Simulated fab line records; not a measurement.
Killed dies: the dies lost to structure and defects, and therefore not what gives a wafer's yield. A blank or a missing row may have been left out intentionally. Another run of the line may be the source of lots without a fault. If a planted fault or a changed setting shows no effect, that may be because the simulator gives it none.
What tool caused it? -- flow nand_harc -- Sampling: 6 lots, 18 wafers, 5 of 1302 route steps

== WHAT THE GAUGES SHOWED, per wafer ==
NHARC_END_SORT_01.
lot,measured,on,killed_at_array
L348,day 33 14:13,prober-01,59 59 57

== WHICH TOOL RAN EACH LOT (tool, then ch and the chambers of the sampled wafers, then the start) ==
lot,NHARC_A_SGD_CUT_ETCH_15,NHARC_A_WL_FILL_ALD_02,NHARC_A_WL_FILL_ETCHBACK_04,NHARC_A_WL_FILL_CVD_23
L334,"rie_diel-01 ch 0,1, day 22 18:32 or earlier","ald_metal-01 ch 0,2,3, day 22 18:32","rie_metal-02 ch 0,1, day 22 19:20","lpcvd_poly-02 ch 0, day 23 08:31"
L336,"rie_diel-01 ch 1,2,3, day 23 00:12 or earlier","ald_metal-04 ch 0,1,3, day 23 00:12","rie_metal-03 ch 0,1, day 23 01:02","lpcvd_poly-03 ch 0, day 23 12:31"
L338,"rie_diel-07 ch 0,1,2, day 24 02:05 or earlier","ald_metal-02 ch 1,2,3, day 24 02:05","rie_metal-02 ch 0,1, day 24 02:53","lpcvd_poly-02 ch 0, day 24 16:14"
L339,"rie_diel-01 ch 0,1,2, day 24 17:31 or earlier","ald_metal-02 ch 0,2,3, day 24 17:31","rie_metal-02 ch 0,1, day 24 18:21","lpcvd_poly-04 ch 0, day 25 08:36"
L348,"rie_diel-10 ch 0,1,2, day 28 07:36 or earlier","ald_metal-02 ch 1,2,3, day 28 07:36","rie_metal-02 ch 0,1, day 28 08:22","lpcvd_poly-04 ch 0, day 30 04:19"
L353,"rie_diel-01 ch 0,1,2, day 29 13:20 or earlier","ald_metal-02 ch 1,2,3, day 29 13:20","rie_metal-03 ch 0,1, day 29 14:04","lpcvd_poly-02 ch 0, day 30 04:41"
- NHARC_A_SGD_CUT_ETCH_15: etches the open film in CH3F/O2, target depth 75 nm, time 64.3 s.
- NHARC_A_WL_FILL_ALD_02: deposits TiN, target thk 2 nm, pulse time 3 s, ald cycles 100.
- NHARC_A_WL_FILL_ETCHBACK_04: etches the open film in NF3, target depth 60 nm, time 120 s.
- NHARC_A_WL_FILL_CVD_23: deposits poly-Si, target thk 40 nm, time 800 s.

== THE ANSWER, worked out from the rows above alone ==
Rule: the lots themselves supply what counts as usual. Put in order of their means at a reading, lots are off if they are a third of the lots or fewer, leave a main group of 4 or more, and stand apart from it by a gap of 3 or more times the standard deviation of the main group's means; of several such gaps the widest counts. A main group is skipped when, at the precision printed for the reading in the tables above, its means are all equal. Also off: a lot with no number at a reading for which 4 or more lots have one. Any other lot the step has rows for is counted as sound.
Across all readings shown, no lot is off: no conclusion can be drawn from this.

== WHAT WAS PUT IN BY THE SIMULATOR ==
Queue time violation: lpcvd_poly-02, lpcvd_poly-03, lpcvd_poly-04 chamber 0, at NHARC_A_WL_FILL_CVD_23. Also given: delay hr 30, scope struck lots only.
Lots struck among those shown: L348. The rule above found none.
